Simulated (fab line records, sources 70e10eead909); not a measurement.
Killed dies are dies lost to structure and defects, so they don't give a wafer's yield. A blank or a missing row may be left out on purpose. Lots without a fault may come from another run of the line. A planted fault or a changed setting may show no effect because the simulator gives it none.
Chamber matching | flow nand_harc | NHARC_A_STAIRCASE_TRIM_220 on rie_diel-10: 4 sister chambers
The step chemistry O2, time 211.2 s. 14 wafers are shown with their chamber, then 7 later ones without.

WAFERS WITH THEIR CHAMBER
wafer  | chamber | drypump_motor_current_A (A) | showerhead_plenum_p_Torr (Torr) | rf_vpp_V (V)
L075.1 | 0       | 5.0                         | 3.57                            | 55.5
L075.3 | 2       | 5.8                         | 3.72                            | 57.9
L075.6 | 1       | 6.5                         | 3.61                            | 58.3
L076.2 | 0       | 5.0                         | 3.57                            | 57.5
L076.3 | 3       | 5.9                         | 3.43                            | 57.4
L076.4 | 0       | 5.0                         | 3.57                            | 59.3
L077.1 | 3       | 5.9                         | 3.42                            | 56.9
L077.5 | 1       | 6.5                         | 3.61                            | 58.3
L077.6 | 0       | 5.0                         | 3.57                            | 58.9
L082.1 | 3       | 5.8                         | 3.41                            | 57.3
L082.2 | 2       | 5.8                         | 3.71                            | 58.0
L082.4 | 2       | 5.8                         | 3.71                            | 58.4
L085.2 | 3       | 5.9                         | 3.41                            | 57.3
L085.4 | 2       | 5.8                         | 3.70                            | 57.4

SIGNATURES (means of the wafers above)
reading                  | chamber 0 | chamber 1 | chamber 2 | chamber 3 | scatter within a chamber
drypump_motor_current_A  | 5.000     | 6.500     | 5.800     | 5.875     | 0.0274
showerhead_plenum_p_Torr | 3.5700    | 3.6100    | 3.7100    | 3.4175    | 0.00689
rf_vpp_V                 | 57.800    | 58.300    | 57.925    | 57.225    | 0.974
Rule: a wafer's distance from a chamber is the root of the sum, over the readings, of the square of ((its reading less the chamber's mean) divided by the reading's scatter). The wafer belongs to the nearest chamber; if the next one is less than 2 further off, it can't be placed. The scatter: the root of (the sum of the squares of (reading less its chamber's mean) over the shown wafers, divided by (wafers less chambers)).

WAFERS WITHOUT THEIR CHAMBER
wafer  | drypump_motor_current_A (A) | showerhead_plenum_p_Torr (Torr) | rf_vpp_V (V)
L085.5 | 5.9                         | 3.41                            | 58.1
L089.3 | 5.8                         | 3.70                            | 57.9
L089.5 | 5.1                         | 3.55                            | 58.6
L089.6 | 5.9                         | 3.40                            | 58.1
L091.1 | 5.8                         | 3.69                            | 57.1
L091.2 | 6.4                         | 3.58                            | 58.4
L091.5 | 5.8                         | 3.69                            | 58.1

WHICH CHAMBER EACH WENT THROUGH
wafer  | from the rows above | in truth
L085.5 | 3                   | 3
L089.3 | 2                   | 2
L089.5 | 0                   | 0
L089.6 | 3                   | 3
L091.1 | 2                   | 2
L091.2 | 1                   | 1
L091.5 | 2                   | 2
Placed correctly: 7 of 7. Can't be placed from these rows: 0. Placed wrongly: 0.
